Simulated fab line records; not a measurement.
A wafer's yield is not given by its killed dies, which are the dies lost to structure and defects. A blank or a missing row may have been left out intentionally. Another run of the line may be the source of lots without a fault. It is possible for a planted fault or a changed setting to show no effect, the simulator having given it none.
fab line records	flow n5-finfet
record lots=5	wafers=15	last-day=21
route steps=1938 shown MIM_TOP_LITHO@1840 MIM_TOP_ETCH@1851 PASSIVATION@1936
lots that met no fault: taken from a fault-free run of the same line
start-h: the number of hours between the record's first day and the start of the first shown wafer of the lot	wait-h: how many hours have passed since the lot's step before this one	" repeats the value in the row above	L1.1+2: several wafers, shown together as one row	- no value, or no start given	* or withheld: withheld	< > ~ a bound
route shown NAME@n: a module of which the file shows steps, and the number in the route of the first	usual: mean/standard deviation of fault-free wafers	same: alike in all rows	chamber/n: place in a boat	sites: the reading at each site	_std_site: how widely they spread, as a standard deviation	_edge_site: mean of outer sites minus mean of inner sites	radius-mm: how far each site lies from the wafer's centre	mask NAME#n: copy n	behind: the tool/chamber that last shaped the wafer	hold: reason for holding the lot/hours on hold/outcome of the hold	device: the transistor (n, p or np) that didn't switch	end of line: tests run on the same wafers once the route is complete	where a step has no rows: the recipe by itself	killed: dies that structure and defects cost at the first sort, which is not the same as the wafer's yield	map: per-die view of a wafer (x killed, . not killed, _ where there is no die)
set.NAME: the setting that was run; set.NAME@STEP: the one run at that earlier step	model.NAME: the simulator's own value behind a step, which no gauge read
lots at some steps of the route; a table a step, a row a wafer
services: the hour from which a tool's chamber was out of use, counted from the record's first day as start-h (under 0 if before that day), plus the number of hours and why
## steps
# step N5_MIM_TOP_LITHO_COAT_02
# recipe spin-rpm=*	resist-thk-nm=*
# step N5_MIM_TOP_LITHO_EBR_04
# recipe solvent=PGMEA	ebr-width-mm=1.5
# step N5_MIM_TOP_LITHO_SOFTBAKE_03
# recipe temp-c=100	time-s=90
# step N5_MIM_TOP_LITHO_EXPOSE_05
# recipe mask-id=MIM_TOP	na=0.55	source-shape=conventional	sigma-outer=0.8	polarization=unpolarized	target-cd-nm=2000	dose-mj=20.5
# step N5_MIM_TOP_LITHO_PEB_06
# recipe peb-temp-c=withheld	peb-time-s=*
# step N5_MIM_TOP_LITHO_DEVELOP_07
# recipe develop-time-s=60	rinse-liquid=diw	dry=air-spin	dev-temp-c=21
# step N5_MIM_TOP_LITHO_HARDBAKE_09
# recipe temp-c=130	time-s=120
# step N5_MIM_TOP_LITHO_CD_MEAS_08
# recipe target-cd-nm=2000	landing-energy-ev=500	detector=se-inlens
# usual cd-nm=1999.5/2.9
# same landing-energy-ev=500
lot.wafer	tool	chamber	start-h	wait-h	cd-nm
L166.2	cd-sem-02	0	324.34	-	1994.5
L166.4	"	0	"	"	2001.5
L166.5	"	0	"	"	2003.5
L170.1	cd-sem-01	0	372.13	-	1998.8
L170.5	"	0	"	"	2000.7
L170.6	"	0	"	"	2002.2
L180.1	cd-sem-01	0	410.65	-	1999.2
L180.3	"	0	"	"	1994.9
L180.5	"	0	"	"	2001.9
L182.3	cd-sem-03	0	425.46	-	1999.2
L182.5	"	0	"	"	2002.0
L182.6	"	0	"	"	1998.9
L186.1	cd-sem-01	0	498.44	-	1995.2
L186.4	"	0	"	"	2002.5
L186.6	"	0	"	"	2001.7
# step N5_MIM_TOP_LITHO_OVL_MEAS_11
# recipe points-per-wafer=44
# usual MIM_TOP_OVL=-2/7
lot.wafer	tool	chamber	start-h	wait-h	MIM_TOP_OVL[nm]
L166.2	overlay-01	0	324.38	0.0	0
L166.4	"	0	"	"	9
L166.5	"	0	"	"	3
L170.1	overlay-01	0	376.02	3.9	3
L170.5	"	0	"	"	6
L170.6	"	0	"	"	0
L180.1	overlay-01	0	410.68	0.0	6
L180.3	"	0	"	"	4
L180.5	"	0	"	"	4
L182.3	overlay-01	0	425.49	0.0	3
L182.5	"	0	"	"	-2
L182.6	"	0	"	"	0
L186.1	overlay-01	0	498.47	0.0	-1
L186.4	"	0	"	"	-8
L186.6	"	0	"	"	3
# step N5_MIM_TOP_LITHO_INSPECT_12
# recipe mode=adi	inspect-instrument=macro
# usual raw-defect-count=2.3/1.7
lot.wafer	tool	chamber	start-h	wait-h	raw-defect-count
L166.2	defect-inspect-02	-	324.42	0.0	1
L166.4	"	-	"	"	1
L166.5	"	-	"	"	2
L170.1	defect-inspect-01	-	376.04	0.0	1
L170.5	"	-	"	"	3
L170.6	"	-	"	"	2
L180.1	defect-inspect-01	-	410.70	0.0	6
L180.3	"	-	"	"	1
L180.5	"	-	"	"	3
L182.3	defect-inspect-01	-	425.51	0.0	2
L182.5	"	-	"	"	2
L182.6	"	-	"	"	0
L186.1	defect-inspect-02	-	498.50	0.0	7
L186.4	"	-	"	"	2
L186.6	"	-	"	"	4
# step N5_MIM_TOP_LITHO_DESCUM_10
# recipe chemistry=O2	time-s=7.9	source-power-w=50	bias-power-w=20	pressure-mtorr=20	rf-frequency-hz=2.712e+07	temp-c=40	o2-flow-sccm=225
# usual drypump-motor-current-A=5.6/0.53	oes-product-au=0.78/0.078	rf-vpp-V=243.1/1.3	showerhead-plenum-p-Torr=2.08/0.069	throttle-valve-pct=20.20/0.16
lot.wafer	tool	chamber	start-h	wait-h	drypump-motor-current-A	oes-product-au	rf-hours-counter-h	rf-vpp-V	showerhead-plenum-p-Torr	throttle-valve-pct
L166.2	rie-diel-04	1	324.45	0.0	6.3	0.80	87	243.4	2.09	20.35
L166.4	"	0	"	"	5.7	0.90	22	242.2	2.05	19.95
L166.5	"	1	"	"	6.4	0.80	-	241.1	2.09	20.36
L170.1	rie-diel-05	1	376.07	0.0	6.4	0.79	98	242.8	2.01	20.03
L170.5	"	0	"	"	5.3	0.75	-	245.7	2.08	20.32
L170.6	"	1	"	"	6.4	0.79	-	241.9	2.01	20.03
L180.1	rie-diel-05	0	410.74	0.0	5.3	0.74	176	243.3	2.07	20.34
L180.3	"	3	"	"	5.2	0.81	92	242.0	2.02	20.20
L180.5	"	1	"	"	6.4	0.78	-	242.4	2.01	20.06
L182.3	rie-diel-01	0	425.57	0.1	5.5	0.94	22	243.4	2.06	20.20
L182.5	"	2	"	"	5.2	0.82	-	246.8	2.23	20.17
L182.6	"	0	"	"	5.5	0.94	-	242.3	2.06	20.21
L186.1	rie-diel-05	2	498.55	0.1	5.4	0.68	246	242.9	2.05	20.12
L186.4	"	0	"	"	5.3	0.71	207	242.4	2.06	20.38
L186.6	"	2	"	"	5.3	0.68	-	243.8	2.05	20.12
# step N5_MIM_TOP_ETCH_ETCH_00
# recipe chemistry=Cl2/BCl3	target=TiN	target-depth-a=385	ion-energy-ev=150	pressure-mtorr=10	icp-w=1000	bias-w=126	Cl2_flow_sccm=53.25	bcl3-flow-sccm=21.75	Ar_flow_sccm=25
# usual bcl3-flow-sccm=21.76/0.074	bias-w=126.0/0.36	drypump-motor-current-A=5.8/0.35	oes-product-au=0.79/0.081	throttle-valve-pct=22.71/0.26
lot.wafer	tool	chamber	start-h	wait-h	bcl3-flow-sccm	bias-w	drypump-motor-current-A	oes-product-au	rf-hours-counter-h	throttle-valve-pct
L166.2	rie-metal-02	0	324.54	0.1	21.76	125.7	6.1	0.68	85	23.24
L166.4	"	0	"	"	21.77	125.7	6.2	0.67	-	23.24
L166.5	"	0	"	"	21.72	125.6	6.1	0.67	-	23.21
L170.1	rie-metal-02	1	376.16	0.1	21.78	126.7	6.0	0.88	14	22.91
L170.5	"	0	"	"	21.83	126.3	6.1	0.67	-	23.23
L170.6	"	1	"	"	21.68	126.9	6.1	0.88	-	22.89
L180.1	rie-metal-03	0	410.82	0.1	21.67	125.8	5.8	0.75	60	22.45
L180.3	"	0	"	"	21.58	126.0	5.7	0.76	-	22.44
L180.5	"	1	"	"	21.67	126.3	5.7	0.71	-	22.73
L182.3	rie-metal-01	0	425.70	0.1	21.80	125.9	5.0	0.74	-	22.68
L182.5	"	1	"	"	21.81	125.7	5.9	0.84	-	22.36
L182.6	"	0	"	"	21.84	125.9	5.0	0.75	-	22.69
L186.1	rie-metal-01	1	498.64	0.1	21.66	125.9	5.9	0.81	26	22.38
L186.4	"	0	"	"	21.77	126.8	5.0	0.74	-	22.72
L186.6	"	1	"	"	21.60	126.0	5.9	0.82	-	22.39
# step N5_MIM_TOP_ETCH_STRIP_01
# recipe chemistry=O2	power-w=600	temp-c=60	pressure-mtorr=30	rf-frequency-hz=6e+07	bias-power-w=0	overash-fraction=0.5	o2-flow-sccm=225
# usual drypump-motor-current-A=5.7/0.37	oes-product-au=0.81/0.083	rf-vpp-V=3.8/1.3	showerhead-plenum-p-Torr=2.09/0.079	temp-c=59.99/0.11	throttle-valve-pct=16.59/0.21
lot.wafer	tool	chamber	start-h	wait-h	drypump-motor-current-A	oes-product-au	rf-hours-counter-h	rf-vpp-V	showerhead-plenum-p-Torr	temp-c	throttle-valve-pct
L166.2	rie-diel-02	1	324.68	0.1	5.4	0.75	167	5.0	2.01	59.88	16.57
L166.4	"	3	"	"	5.9	0.71	213	3.7	2.19	59.90	16.85
L166.5	"	3	"	"	5.8	0.71	-	4.9	2.19	60.02	16.86
L170.1	rie-diel-06	0	376.44	0.2	6.3	0.76	146	3.7	2.10	60.01	16.61
L170.5	"	3	"	"	5.4	0.82	-	3.4	2.00	59.94	16.51
L170.6	"	2	"	"	5.2	0.82	-	4.5	2.10	59.94	16.22
L180.1	rie-diel-06	2	410.96	0.1	5.2	0.81	91	3.5	2.10	60.12	16.24
L180.3	"	0	"	"	6.2	0.74	156	2.6	2.09	59.77	16.63
L180.5	"	3	"	"	5.4	0.83	-	4.0	2.00	61.00	16.51
L182.3	rie-diel-02	1	425.81	0.1	5.4	0.73	200	4.6	2.00	59.99	16.65
L182.5	"	3	"	"	5.8	0.71	-	5.1	2.17	59.96	16.93
L182.6	"	2	"	"	5.7	0.71	-	2.0	1.91	60.15	16.85
L186.1	rie-diel-03	1	498.78	0.1	5.8	0.88	53	3.0	2.15	60.00	16.97
L186.4	"	2	"	"	6.3	0.76	164	1.9	2.17	60.03	16.58
L186.6	"	1	"	"	5.7	0.86	-	5.3	2.15	59.79	16.96
# step N5_MIM_TOP_ETCH_PECVD_03
# recipe material=SiNx	target-thk-a=200	temp-c=400	precursor=SiH4/NH3/N2	pressure-torr=1.5	rf-w=300	time-s=17.6
# usual heater-power-w=768/87	showerhead-plenum-p-Torr=5.13/0.041	throttle-valve-pct=39.2/2.5
lot.wafer	tool	chamber	start-h	wait-h	heater-power-w	showerhead-plenum-p-Torr	throttle-valve-pct
L166.2	pecvd-04	2	324.74	-	717	5.14	37.4
L166.4	"	0	"	"	835	5.11	39.0
L166.5	"	1	"	"	781	5.19	45.1
L170.1	pecvd-04	0	376.50	-	896	5.10	38.9
L170.5	"	1	"	"	798	5.18	44.7
L170.6	"	0	"	"	876	5.10	38.7
L180.1	pecvd-02	2	411.03	-	568	5.10	35.8
L180.3	"	1	"	"	755	5.18	41.0
L180.5	"	1	"	"	720	5.18	40.8
L182.3	pecvd-02	2	425.87	-	590	5.09	35.9
L182.5	"	2	"	"	584	5.10	35.9
L182.6	"	1	"	"	748	5.19	40.8
L186.1	pecvd-03	2	498.84	-	822	5.05	36.1
L186.4	"	0	"	"	808	5.16	40.6
L186.6	"	2	"	"	833	5.05	36.0
# step N5_PASSIVATION_PROBE_49
# usual defect-limited-yield=91.4/1.4	killed_at_M0_to_M3=34/9.1	killed_at_M4_up=14/5.2	killed-at-contacts=12/6.4	killed-at-front-end=38/11	killed-at-other=3.7/2.8	killed-dies=102/17	killed-open=68/13	killed-short=32/7.8	sort_bin_5_function=5.1/1	sort_bin_6_memory=3.2/0.66	sort_bin_8_speed=0.1/0.92	sort-n-pass=1076/19	sort-yield-pct=91.2/1.6
# same gross-dies=1180	killed-at-back-side=0	sort_bin_4_leakage[%]=0
lot.wafer	tool	chamber	start-h	wait-h	defect-limited-yield[%]	killed_at_M0_to_M3	killed_at_M4_up	killed-at-contacts	killed-at-front-end	killed-at-other	killed-dies	killed-open	killed-short	sort_bin_5_function[%]	sort_bin_6_memory[%]	sort_bin_8_speed[%]	sort-n-pass	sort-yield-pct[%]
L166.2	prober-01	-	335.55	0.1	90.6	38	10	8	55	0	111	69	41	5.6	3.6	0	1069	90.6
L166.4	prober-01	-	335.65	0.2	89.6	47	15	7	53	1	123	85	37	5.9	4.2	0	1057	89.6
L166.5	prober-01	-	335.70	0.2	91.4	24	13	5	59	1	102	63	39	5.8	2.4	0	1078	91.4
L180.1	prober-02	-	422.42	0.0	92.9	20	14	14	32	4	84	44	36	3.8	2.9	0	1096	92.9
L180.3	prober-02	-	422.52	0.1	88.5	46	24	29	34	3	136	104	30	6.7	4.5	0	1044	88.5
L180.5	prober-02	-	422.62	0.2	87.0	43	20	12	71	7	153	112	40	8.1	4.6	0	1027	87.0
L182.5	prober-01	-	436.31	0.2	89.2	34	15	6	69	3	127	80	46	5.6	4.9	0	1053	89.2
# killed by level:class
L166.2 BEOL_M2:geometric-particle:open=11 FIN_SAQP:geometric-particle:open=10 BEOL_M3:geometric-particle:open=10 DUMMY_GATE:geometric-particle:open=9 GATE_CUT:geometric-particle:short=9 FIN_SAQP:geometric-particle:short=7 BEOL_M0_SAQP:geometric-particle:short=7 STI_FIN_REVEAL:geometric-particle:open=5
L166.4 BEOL_M2:geometric-particle:open=14 BEOL_M3:geometric-particle:open=11 FIN_SAQP:geometric-particle:open=9 STI_FIN_REVEAL:geometric-particle:open=9 DUMMY_GATE:geometric-particle:open=8 BEOL_M4:geometric-particle:open=8 GATE_CUT:geometric-particle:short=7 MOL_CONTACT_COAG:geometric-particle:open=7
L166.5 FIN_SAQP:geometric-particle:open=16 BEOL_M0_SAQP:geometric-particle:short=8 STI_FIN_REVEAL:geometric-particle:open=8 BEOL_M2:geometric-particle:open=7 BEOL_M4:geometric-particle:open=7 GATE_CUT:geometric-particle:short=6 GATE_CUT:geometric-particle:open=5 BEOL_M0_SAQP:geometric-particle:open=5
L180.1 STI_FIN_REVEAL:geometric-particle:open=10 MOL_CONTACT_COAG:geometric-particle:open=10 BEOL_M0_SAQP:geometric-particle:short=5 BEOL_M1:geometric-particle:open=5 STI_FIN_REVEAL:geometric-particle:short=4 MOL_CONTACT_COAG:geometric-particle:short=4 BEOL_M13:coat-microbubble-printed=4 FIN_SAQP:geometric-particle:open=3
L180.3 MOL_CONTACT_COAG:geometric-particle:open=23 BEOL_M4:geometric-particle:open=17 STI_FIN_REVEAL:geometric-particle:open=14 BEOL_M0_SAQP:geometric-particle:open=13 BEOL_M1:geometric-particle:open=9 BEOL_M2:geometric-particle:open=8 DUMMY_GATE:geometric-particle:open=6 MOL_CONTACT_COAG:geometric-particle:short=6
L180.5 STI_FIN_REVEAL:geometric-particle:open=42 FIN_SAQP:geometric-particle:open=11 BEOL_M0_SAQP:geometric-particle:short=11 BEOL_M2:geometric-particle:open=11 BEOL_M0_SAQP:geometric-particle:open=10 BEOL_M4:geometric-particle:open=9 MOL_CONTACT_COAG:geometric-particle:short=7 MOL_CONTACT_COAG:geometric-particle:open=5
L182.5 FIN_SAQP:geometric-particle:open=19 FIN_SAQP:geometric-particle:short=13 STI_FIN_REVEAL:geometric-particle:open=10 BEOL_M3:geometric-particle:open=9 STARTING-WAFER:geometric-particle:short=6 BEOL_M0_SAQP:geometric-particle:open=5 MOL_CONTACT_COAG:geometric-particle:open=5 BEOL_M0_SAQP:geometric-particle:short=5
## services
tool	chamber	start-h	hours	kind
pecvd-04	0	310.70	5.5	scheduled-down
rie-metal-03	-	319.56	0.5	repair
rie-diel-03	1	329.37	6.6	repair
rie-metal-02	-	338.13	0.9	repair
rie-diel-03	1	340.94	8.2	repair
rie-diel-03	0	353.27	4.3	repair
pecvd-02	2	359.96	-	clean
pecvd-02	2	359.96	29.5	scheduled-down
pecvd-02	2	359.96	29.5	vent-cycle
rie-diel-04	2	364.60	12.6	repair
pecvd-04	0	377.57	5.4	repair
rie-diel-02	0	384.42	8.9	repair
rie-diel-01	3	395.29	4.1	repair
pecvd-02	-	400.28	6.0	pm
rie-diel-02	1	402.36	6.6	repair
rie-diel-02	2	408.53	8.2	repair
rie-diel-06	-	416.45	15.6	pm
rie-diel-05	0	417.32	6.0	repair
rie-diel-03	1	423.86	10.7	repair
rie-diel-03	2	433.58	1.2	repair
rie-diel-04	1	448.62	4.0	repair
rie-metal-02	1	459.45	3.8	repair
rie-diel-04	0	463.17	18.9	repair
rie-diel-04	2	480.68	6.5	repair
## key
first-sign step=N5_MIM_TOP_ETCH_STRIP_01	reading=temp-c	direction=up	sigmas=9.2	usual=*	struck=*
effect none on later readings
met-at N5_MIM_TOP_ETCH_STRIP_01
struck-wafers L180.5
onset-between 376.44 410.96
fault kind=process-parameter-drift	tool=rie-diel-06	chamber=3	onset-h=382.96	steps=N5_MIM_TOP_ETCH_STRIP_01	channel=temp-c	offset=*	shape=step	end-h=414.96	acts-in=*	stated=*
